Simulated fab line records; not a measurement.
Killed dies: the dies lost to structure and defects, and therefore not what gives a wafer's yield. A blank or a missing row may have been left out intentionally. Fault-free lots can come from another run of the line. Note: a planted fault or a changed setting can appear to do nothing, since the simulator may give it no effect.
A lot that was struck, set against a sound lot || flow n5 finfet || 13 steps out of a route of 1938
Sound: these wafers, L764.2, L764.3, L764.6. Struck: wafer L756.1 (left out: L756.2, L756.6 of the same lot, which were not struck); the cause appears at the end.
Order at every step that has rows: each side's tool, ch and its chambers, its first start. Under that, the readings that differ: sound wafers || struck wafers || difference of the means || sigmas: that difference in standard deviations of wafers without a fault.
alike: words and numbers the same on both sides, and readings whose means are apart by under 2 such deviations; not compared: readings that were withheld, readings missing a value for some wafer, numbers with overlapping values and no deviation given by the record, and bounds like >300 which may hide the same value.
The two part at a step that has a row with sigmas, a row that says differs or no value, or rows on one side only. Non-overlapping numbers with no deviation appear without sigmas and do not part them. Lack of a reading on every wafer of one side parts them only where that side has two or more wafers.

N5_BEOL_M15_DESCUM_33: chemistry O2, time 7.9 s.
  sound on rie diel-02 ch 1,2, day 15 14:20; struck on rie diel-05 ch 1, day 13 21:46
{"reading": "throttle valve pct (%)", "sound": "20.52 20.74 20.73", "struck": 20.09, "difference": -0.57, "sigmas": -2}
  alike: drypump motor current A, oes product au, rf vpp V, showerhead plenum p Torr
  not compared: rf hours counter h
N5_BEOL_M15_ETCH_61: etches BARC in N2/H2, target depth 89 nm, overetch 26.7 nm, time 67.9 s.
  sound on rie diel-02 ch 1,2, day 15 14:23; struck on rie diel-05 ch 1, day 13 21:49
{"reading": "throttle valve pct (%)", "sound": "17.84 18.30 18.32", "struck": 17.48, "difference": -0.67, "sigmas": -2}
  alike: bias w, drypump motor current A, oes product au, rf vpp V, showerhead plenum p Torr
  not compared: rf hours counter h
then, 1 step without rows for these wafers: N5_BEOL_M15_TRENCH_ETCH_34 (etches SiO2 in C4F8/O2/Ar, target depth 872.93 nm, time 199 s).
N5_BEOL_M15_STRIP_36: strips in O2.
  sound on rie diel-05 ch 0,1,2, day 15 16:59; struck on rie diel-02 ch 3, day 13 22:22
  alike: drypump motor current A, oes product au, rf vpp V, showerhead plenum p Torr, throttle valve pct
  not compared: rf hours counter h
then, 1 step without rows for these wafers: N5_BEOL_M15_STRIP_62 (strips in O2).
N5_BEOL_M15_STRIP_37: strips in O2.
  sound: rie diel-05 ch 0,1,2; struck: rie diel-02 ch 3
  alike: drypump motor current A, oes product au, rf vpp V, showerhead plenum p Torr, throttle valve pct
  not compared: rf hours counter h
then, 3 steps without rows for these wafers: N5_BEOL_M15_ETCH_38 (etches SiCN in CF4/N2, target depth 106.4 nm, time 120.5 s); N5_BEOL_M15_PRECLEAN_39 (cleans in residue remover, time 60 s); N5_BEOL_M15_SRD_40 (time 30 s, dry time 30 s).
N5_BEOL_M15_DEGAS_41: time 60 s.
  sound on pvd sputter-03 at day 15 17:37; struck on pvd sputter-01 at day 13 22:52
  alike: heater power w
then, 1 step without rows for these wafers: N5_BEOL_M15_PRE_CLEAN_42 (time 30 s).
N5_BEOL_M15_SPUTTER_43: material TaN, target thk 15 nm, time 24.19 s.
  sound on pvd sputter-03 at day 15 17:42; struck on pvd sputter-01 at day 13 22:56
{"reading": "model.TaN_of_BEOL_M15_SPUTTER_43.thk nm (nm)", "sound": "14.8 15 15", "struck": 14.2, "difference": -0.7, "sigmas": ""}
  alike: throttle valve pct
then, 1 step without rows for these wafers: N5_BEOL_M15_SPUTTER_44 (material Ta, target thk 15 nm, time 24.19 s).

WHERE THEY PART
Last at N5_BEOL_M15_ETCH_61 as far as this record goes, first at N5_BEOL_M15_DESCUM_33. Later steps at which nothing parts them and some readings are alike: N5_BEOL_M15_STRIP_36, N5_BEOL_M15_STRIP_37, N5_BEOL_M15_DEGAS_41, N5_BEOL_M15_SPUTTER_43.

WHY: whatever the simulator had introduced
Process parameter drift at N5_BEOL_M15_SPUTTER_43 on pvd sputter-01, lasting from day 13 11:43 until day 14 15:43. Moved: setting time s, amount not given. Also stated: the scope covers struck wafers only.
